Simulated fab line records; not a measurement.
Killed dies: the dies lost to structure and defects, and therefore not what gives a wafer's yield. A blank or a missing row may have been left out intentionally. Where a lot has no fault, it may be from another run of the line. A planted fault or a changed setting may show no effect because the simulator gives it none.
Split-lot trial / flow n5Finfet / on a route of 1938 steps: 7 lots, 21 wafers read

ON THE SPLIT
At N5_ZERO_LAYER_EXPOSE_08 (exposes mask ZERO, defocus 0 nm, target cd 2000 nm), the setting doseMj was moved away from the recipe's 16.2 on 6 of the 21 wafers read, by -3.3% to +4.6%. All remaining wafers had this setting at the recipe value.

FROM THE SPLIT TO THE READING: what the file shows between them, 2 steps
- N5_ZERO_LAYER_DEVELOP_10: develop time 60 s (also split here: developTimeS)
- N5_ZERO_LAYER_HARDBAKE_23: time 120 s

THE READING
cdNm, in nm, at N5_ZERO_LAYER_CD_MEAS_11 (target cd 2000 nm). Fault-free wafers of this fab line usually give 1999.6 nm, standard deviation 1.5 nm.

wafer=L075.1; tool, chamber at the split=krfScanner-02, 0; doseMj as run=16.2; against the recipe=recipe; cdNm, nm=1998.7; against lot-mates on the recipe=-
wafer=L075.3; tool, chamber at the split=krfScanner-02, 0; doseMj as run=16.2; against the recipe=recipe; cdNm, nm=2001.7; against lot-mates on the recipe=-
wafer=L075.4; tool, chamber at the split=krfScanner-02, 0; doseMj as run=16.2; against the recipe=recipe; cdNm, nm=1999.6; against lot-mates on the recipe=-
wafer=L076.1; tool, chamber at the split=krfScanner-02, 0; doseMj as run=16.2; against the recipe=recipe; cdNm, nm=1999.7; against lot-mates on the recipe=-
wafer=L076.2; tool, chamber at the split=krfScanner-02, 0; doseMj as run=16.2; against the recipe=recipe; cdNm, nm=1998.4; against lot-mates on the recipe=-
wafer=L076.6; tool, chamber at the split=krfScanner-02, 0; doseMj as run=15.67; against the recipe=-3.3%; cdNm, nm=1992.6; against lot-mates on the recipe=-6.5
wafer=L081.1; tool, chamber at the split=krfScanner-01, 0; doseMj as run=16.94; against the recipe=+4.6%; cdNm, nm=2008.2; against lot-mates on the recipe=+9.7
wafer=L081.3; tool, chamber at the split=krfScanner-01, 0; doseMj as run=16.94; against the recipe=+4.6%; cdNm, nm=2010.5; against lot-mates on the recipe=+12.0
wafer=L081.6; tool, chamber at the split=krfScanner-01, 0; doseMj as run=16.2; against the recipe=recipe; cdNm, nm=1998.5; against lot-mates on the recipe=-
wafer=L083.1; tool, chamber at the split=krfScanner-02, 0; doseMj as run=16.2; against the recipe=recipe; cdNm, nm=1996.0; against lot-mates on the recipe=-
wafer=L083.3; tool, chamber at the split=krfScanner-02, 0; doseMj as run=16.2; against the recipe=recipe; cdNm, nm=1996.7; against lot-mates on the recipe=-
wafer=L083.4; tool, chamber at the split=krfScanner-02, 0; doseMj as run=16.2; against the recipe=recipe; cdNm, nm=1997.7; against lot-mates on the recipe=-
wafer=L086.1; tool, chamber at the split=krfScanner-02, 0; doseMj as run=16.63; against the recipe=+2.7%; cdNm, nm=2007.2; against lot-mates on the recipe=+6.9
wafer=L086.3; tool, chamber at the split=krfScanner-02, 0; doseMj as run=16.2; against the recipe=recipe; cdNm, nm=2000.3; against lot-mates on the recipe=-
wafer=L086.5; tool, chamber at the split=krfScanner-02, 0; doseMj as run=16.63; against the recipe=+2.7%; cdNm, nm=2005.7; against lot-mates on the recipe=+5.4
wafer=L095.2; tool, chamber at the split=krfScanner-02, 0; doseMj as run=16.2; against the recipe=recipe; cdNm, nm=1996.3; against lot-mates on the recipe=-
wafer=L095.5; tool, chamber at the split=krfScanner-02, 0; doseMj as run=16.2; against the recipe=recipe; cdNm, nm=1999.9; against lot-mates on the recipe=-
wafer=L095.6; tool, chamber at the split=krfScanner-02, 0; doseMj as run=16.2; against the recipe=recipe; cdNm, nm=1999.0; against lot-mates on the recipe=-
wafer=L096.2; tool, chamber at the split=krfScanner-01, 0; doseMj as run=16.94; against the recipe=+4.6%; cdNm, nm=2010.4; against lot-mates on the recipe=+9.1
wafer=L096.3; tool, chamber at the split=krfScanner-01, 0; doseMj as run=16.2; against the recipe=recipe; cdNm, nm=2000.7; against lot-mates on the recipe=-
wafer=L096.6; tool, chamber at the split=krfScanner-01, 0; doseMj as run=16.2; against the recipe=recipe; cdNm, nm=2002.0; against lot-mates on the recipe=-

FIT RESULTS
A straight line over all 21 wafers: cdNm changes by +2.34 nm for each +1% of doseMj; r = +0.94; the points scatter about the line by 1.7 nm.
The same after taking each lot's own level away (the mean of its wafers on the recipe; 21 wafers): +2.21 nm for each +1%; r = +0.97; scatter 1.1 nm.
That fit puts the effect of the largest move of doseMj on the reading at 10 nm.
The span of the lots' own levels, 1996.80 to 2001.35 nm, comes to 3.0 times the standard deviation stated above.
The two slopes are in agreement: the lot-to-lot level therefore moves the slope only a little.
Check: for one of the wafers moved furthest among these (+4.6%), held out of the fit, the line's prediction against its lot-mates is +10.3 nm. It came out at +9.7 nm against them.

OTHER SPLITS APPLIED TO THESE WAFERS
These wafers also went through other splits before the reading. Each is held against what the fit with the lots' levels taken away leaves over:
other split on the same wafers=N5_ZERO_LAYER_PECVD_02 timeS; wafers away from the commonest value=9; r with cdNm (lot level and that fit taken away)=+0.17
other split on the same wafers=N5_ZERO_LAYER_COAT_05 spinRpm; wafers away from the commonest value=9; r with cdNm (lot level and that fit taken away)=-0.03
other split on the same wafers=N5_ZERO_LAYER_DEVELOP_10 developTimeS; wafers away from the commonest value=3; r with cdNm (lot level and that fit taken away)=+0.58

THE WHOLE CHAIN: every reading that the file lists as answering this split, in the file's order
step=N5_ZERO_LAYER_CD_MEAS_11; what it does=target cd 2000 nm; reading=cdNm; change (the file's fit)=+2.16 nm for each +1% of the setting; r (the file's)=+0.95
step=N5_ZERO_LAYER_ETCH_17; what it does=etches SiO2 in CF4, target depth 12 nm, time 13.3 s; reading=ZERO_LAYER.cdNm (the simulator's own value, which no gauge read); change (the file's fit)=+2.13 nm for each +1% of the setting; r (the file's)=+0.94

THE FILE'S OWN FIT
cdNm changes by +2.16 nm for each +1% of doseMj, r = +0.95.
